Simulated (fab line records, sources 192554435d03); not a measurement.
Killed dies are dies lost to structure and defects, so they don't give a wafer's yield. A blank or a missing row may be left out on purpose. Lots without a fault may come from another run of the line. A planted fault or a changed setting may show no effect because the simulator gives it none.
Which tool did it? | flow n5_finfet | 8 lots, 24 wafers sampled, at 7 steps of a route of 1938

WHAT THE GAUGES READ, wafer by wafer
N5_BEOL_M0_RS_MEAS_126: measures by four-point-probe. Usual: M0_RS 0.536 ohm/sq, standard deviation 0.017.
lot  | measured     | on            | M0_RS (ohm/sq)    | flag
L879 | day 7 13:07  | film_metro-02 | 0.064 0.064 0.063 | OFF
L880 | day 7 18:07  | film_metro-02 | 0.063 0.064 0.064 | OFF
L881 | day 7 22:22  | film_metro-02 | 0.063 0.064 0.063 | OFF
L892 | day 10 10:53 | film_metro-01 | 0.546 0.543 0.542 |
L893 | day 10 19:13 | film_metro-02 | 0.533 0.494 0.528 |
L894 | day 11 00:37 | film_metro-02 | 0.536 0.567 0.553 |
L895 | day 11 14:19 | film_metro-01 | 0.534 0.563 0.561 |
L897 | day 11 17:07 | film_metro-02 | 0.571 0.546 0.526 |

N5_BEOL_M0_INSPECT_127: inspects for defects (darkfield). Usual: raw_defect_count 69, standard deviation 21.
lot  | measured     | on                | raw_defect_count | flag
L879 | day 7 13:08  | defect_inspect-01 | 3594 3624 3567   | OFF
L880 | day 7 18:08  | defect_inspect-02 | 3568 3556 3574   | OFF
L881 | day 7 22:24  | defect_inspect-01 | 3632 3565 3511   | OFF
L892 | day 10 10:54 | defect_inspect-01 | 59 80 95         |
L893 | day 10 19:14 | defect_inspect-02 | 45 44 47         |
L894 | day 11 00:38 | defect_inspect-02 | 33 54 60         |
L895 | day 11 14:21 | defect_inspect-01 | 71 87 91         |
L897 | day 11 17:08 | defect_inspect-01 | 55 35 41         |

N5_BEOL_M4_RC_MEAS_101. Usual: DIBL_N 36.4 mV/V, standard deviation 2.7; DIBL_P 36 mV/V, standard deviation 3.2; IOFF_N 0.16 nA/um, standard deviation 0.046; IOFF_P 0.21 nA/um, standard deviation 0.055; ION_N 677 uA/um, standard deviation 15; ION_P 464 uA/um, standard deviation 11; SS_N 71.5 mV/dec, standard deviation 0.79; SS_P 73.3 mV/dec, standard deviation 0.93; VT_N 250 mV, standard deviation 4.1; VT_P -251 mV, standard deviation 4.4.
lot  | measured     | on        | DIBL_N (mV/V)  | DIBL_P (mV/V) | IOFF_N (nA/um) | IOFF_P (nA/um) | ION_N (uA/um) | ION_P (uA/um) | SS_N (mV/dec)  | SS_P (mV/dec)  | VT_N (mV)   | VT_P (mV)      | flag
L892 | day 12 22:44 | prober-02 | 34.7 37.8 34.3 | 35 41 36      | 0.13 0.18 0.12 | 0.14 0.22 0.16 | 667 671 658   | 445 450 445   | 71.0 72.3 71.2 | 72.4 73.9 72.7 | 255 251 254 | -255 -253 -258 |
L893 | day 13 05:12 | prober-02 | 36.9 37.6 37.0 | 38 37 36      | 0.17 0.17 0.17 | 0.24 0.24 0.22 | 689 675 676   | 475 466 454   | 71.3 72.1 71.6 | 74.3 74.6 74.0 | 247 249 248 | -247 -248 -247 |
L894 | day 13 10:51 | prober-01 | 36.5 32.8 35.4 | 35 31 34      | 0.14 0.10 0.13 | 0.19 0.14 0.17 | 663 659 670   | 462 453 461   | 70.9 70.5 71.1 | 72.6 72.4 72.0 | 250 256 252 | -251 -256 -255 |
L895 | day 14 04:37 | prober-02 | 36.8 37.1 37.0 | 37 38 38      | 0.19 0.20 0.17 | 0.23 0.23 0.23 | 697 694 673   | 475 466 466   | 71.2 71.2 71.6 | 72.9 73.8 74.1 | 246 246 247 | -248 -253 -251 |
L897 | day 14 07:26 | prober-01 | 28.6 32.5 32.1 | 29 32 33      | 0.06 0.11 0.11 | 0.09 0.12 0.13 | 633 658 677   | 435 440 462   | 70.3 71.0 70.6 | 70.7 71.9 71.7 | 264 256 253 | -265 -259 -259 |

WHICH TOOL RAN EACH LOT (tool, then ch and the chambers of the sampled wafers, then the start)
lot  | N5_BEOL_M0_STRIP_140               | N5_BEOL_M0_STRIP_142               | N5_BEOL_M0_CMP_120            | N5_BEOL_M1_ILD_DEP_00
L879 | rie_diel-04 ch 0,2, day 7 09:47    | rie_diel-04 ch 1,2,3, day 7 10:01  | cmp-02 ch 2,3, day 7 12:34    | -
L880 | rie_diel-01 ch 1,3, day 7 13:54    | rie_diel-01 ch 0,1,3, day 7 14:07  | cmp-04 ch 1,3, day 7 17:30    | -
L881 | rie_diel-01 ch 0,1,3, day 7 18:15  | rie_diel-01 ch 1,2,3, day 7 18:28  | cmp-04 ch 0,3, day 7 21:51    | -
L892 | rie_diel-04 ch 1,2,3, day 10 07:23 | rie_diel-04 ch 2,3, day 10 07:55   | cmp-04 ch 0,1,2, day 10 10:16 | pecvd-03 ch 1, day 10 10:58
L893 | rie_diel-06 ch 2,3, day 10 14:32   | rie_diel-06 ch 0,2,3, day 10 14:45 | cmp-02 ch 1,2, day 10 18:41   | pecvd-02 ch 0,1,2, day 10 19:17
L894 | rie_diel-06 ch 0,2,3, day 10 18:27 | rie_diel-01 ch 0,2, day 10 19:35   | cmp-02 ch 0,2,3, day 11 00:06 | pecvd-02 ch 0,1, day 11 00:40
L895 | rie_diel-06 ch 0,1,3, day 11 08:12 | rie_diel-06 ch 1,2,3, day 11 08:59 | cmp-04 ch 1,2,3, day 11 13:44 | pecvd-04 ch 0,1,2, day 11 14:23
L897 | rie_diel-01 ch 0,1,3, day 11 13:16 | rie_diel-04 ch 0,1,2, day 11 13:29 | cmp-02 ch 1,2,3, day 11 16:35 | pecvd-02 ch 0,1,2, day 11 17:10
- N5_BEOL_M0_STRIP_140: strips in CF4.
- N5_BEOL_M0_STRIP_142: strips in N2/H2, time 10 s.
- N5_BEOL_M0_CMP_120: polishes, stops on SiOC, t overpolish 6.9 s.
- N5_BEOL_M1_ILD_DEP_00: deposits SiOC from DEMS/O2, target thk 79 nm, time 15.3 s.

WHAT THE TOOLS THEMSELVES READ (means of the sampled wafers that have a number; where no wafer has one, the mark that the record gives instead)
N5_BEOL_M0_STRIP_140. Usual: drypump_motor_current_A 5.6 A, standard deviation 0.44; oes_product_au 0.79 a.u., standard deviation 0.077; rf_vpp_V 271.4 V, standard deviation 1.9; showerhead_plenum_p_Torr 1.80 Torr, standard deviation 0.053; throttle_valve_pct 13.52 %, standard deviation 0.16.
lot  | tool        | drypump_motor_current_A (A) | oes_product_au (a.u.) | rf_vpp_V (V) | showerhead_plenum_p_Torr (Torr) | throttle_valve_pct (%) | flag
L879 | rie_diel-04 | 6.0                         | 0.74                  | 271.7        | 1.79                            | 13.46                  |
L880 | rie_diel-01 | 5.6                         | 0.69                  | 271.5        | 1.77                            | 13.90                  |
L881 | rie_diel-01 | 5.5                         | 0.73                  | 272.2        | 1.81                            | 13.74                  |
L892 | rie_diel-04 | 5.6                         | 0.81                  | 273.2        | 1.78                            | 13.47                  |
L893 | rie_diel-06 | 5.3                         | 0.82                  | 270.3        | 1.78                            | 13.56                  |
L894 | rie_diel-06 | 5.4                         | 0.78                  | 270.9        | 1.81                            | 13.54                  |
L895 | rie_diel-06 | 5.5                         | 0.79                  | 272.2        | 1.83                            | 13.51                  |
L897 | rie_diel-01 | 5.6                         | 0.89                  | 270.7        | 1.80                            | 13.38                  |

N5_BEOL_M0_STRIP_142. Usual: drypump_motor_current_A 5.7 A, standard deviation 0.43; oes_product_au 0.80 a.u., standard deviation 0.082; rf_vpp_V 59.1 V, standard deviation 0.78; showerhead_plenum_p_Torr 2.55 Torr, standard deviation 0.086; throttle_valve_pct 23.6 %, standard deviation 0.34.
lot  | tool        | drypump_motor_current_A (A) | oes_product_au (a.u.) | rf_vpp_V (V) | showerhead_plenum_p_Torr (Torr) | throttle_valve_pct (%) | flag
L879 | rie_diel-04 | 5.7                         | 0.74                  | 59.1         | 2.54                            | 23.7                   |
L880 | rie_diel-01 | 5.6                         | 0.75                  | 59.1         | 2.56                            | 24.0                   |
L881 | rie_diel-01 | 5.7                         | 0.76                  | 59.4         | 2.49                            | 23.9                   |
L892 | rie_diel-04 | 5.7                         | 0.73                  | 59.0         | 2.50                            | 23.5                   |
L893 | rie_diel-06 | 5.4                         | 0.81                  | 58.8         | 2.55                            | 23.5                   |
L894 | rie_diel-01 | 5.4                         | 0.82                  | 59.2         | 2.52                            | 23.4                   |
L895 | rie_diel-06 | 5.8                         | 0.84                  | 59.7         | 2.58                            | 23.5                   |
L897 | rie_diel-04 | 5.9                         | 0.79                  | 59.4         | 2.52                            | 23.6                   |

N5_BEOL_M0_CMP_120. Usual: barrier_field_endpoint_s 3.76 s, standard deviation 0.13; clearing_platen_down_force_psi 1.4995 psi, standard deviation 0.0029; motor_current_A 5.9 A, standard deviation 0.61; overpolish_run_s 6.902 s, standard deviation 0.0092; slurry_filter_dp_kPa 13.48 kPa, standard deviation 0.14; time_to_endpoint_s 62 s, standard deviation 3.3.
lot  | tool   | barrier_field_endpoint_s (s) | clearing_platen_down_force_psi (psi) | motor_current_A (A) | overpolish_run_s (s) | slurry_filter_dp_kPa (kPa) | time_to_endpoint_s (s) | flag
L879 | cmp-02 | -                            | -                                    | -                   | -                    | -                          | -                      | OFF
L880 | cmp-04 | -                            | -                                    | -                   | -                    | -                          | -                      | OFF
L881 | cmp-04 | -                            | -                                    | -                   | -                    | -                          | -                      | OFF
L892 | cmp-04 | 3.81                         | 1.5000                               | 6.0                 | 6.899                | 13.43                      | 61                     |
L893 | cmp-02 | 3.67                         | 1.4989                               | 5.8                 | 6.906                | 13.49                      | 64                     |
L894 | cmp-02 | 3.68                         | 1.4993                               | 5.8                 | 6.900                | 13.38                      | 60                     |
L895 | cmp-04 | 3.53                         | 1.5001                               | 6.1                 | 6.899                | 13.40                      | 56                     |
L897 | cmp-02 | 3.80                         | 1.5010                               | 5.9                 | 6.897                | 13.56                      | 59                     |

N5_BEOL_M1_ILD_DEP_00. Usual: heater_power_w 447 W, standard deviation 58; showerhead_plenum_p_Torr 5.692 Torr, standard deviation 0.013; throttle_valve_pct 12.1 %, standard deviation 0.73.
lot  | tool     | heater_power_w (W) | showerhead_plenum_p_Torr (Torr) | throttle_valve_pct (%) | flag
L892 | pecvd-03 | 450                | 5.676                           | 12.3                   |
L893 | pecvd-02 | 452                | 5.692                           | 12.3                   |
L894 | pecvd-02 | 404                | 5.687                           | 12.7                   |
L895 | pecvd-04 | 453                | 5.692                           | 12.1                   |
L897 | pecvd-02 | 455                | 5.689                           | 12.2                   |

THE ANSWER, worked out from the rows above alone
Rule: a lot is off if the mean of its wafers that have a number lies more than 3 standard deviations from the usual mean. A lot without any number at a reading at which 4 lots or more have one is off too. The other lots that the step has rows for count as sound. The gauges are gone through in route order, then the tools' own readings, and for those a lot's mean is taken as printed above. The first step at which some lot is off is used, and at that step the reading that is off furthest; a lot without a number counts as furthest.
Off: L879, L880, L881, at N5_BEOL_M0_RS_MEAS_126 (M0_RS).
A tool fits if, at a process step before that reading, it ran every lot that is off, and no sound lot after the first of them. The gauges at N5_BEOL_M0_RS_MEAS_126 aren't tried: what is off there is off at N5_BEOL_M0_INSPECT_127 too, on other tools, and a gauge's error can't cause that. None of those tried fits.

WHAT THE SIMULATOR HAD PUT IN
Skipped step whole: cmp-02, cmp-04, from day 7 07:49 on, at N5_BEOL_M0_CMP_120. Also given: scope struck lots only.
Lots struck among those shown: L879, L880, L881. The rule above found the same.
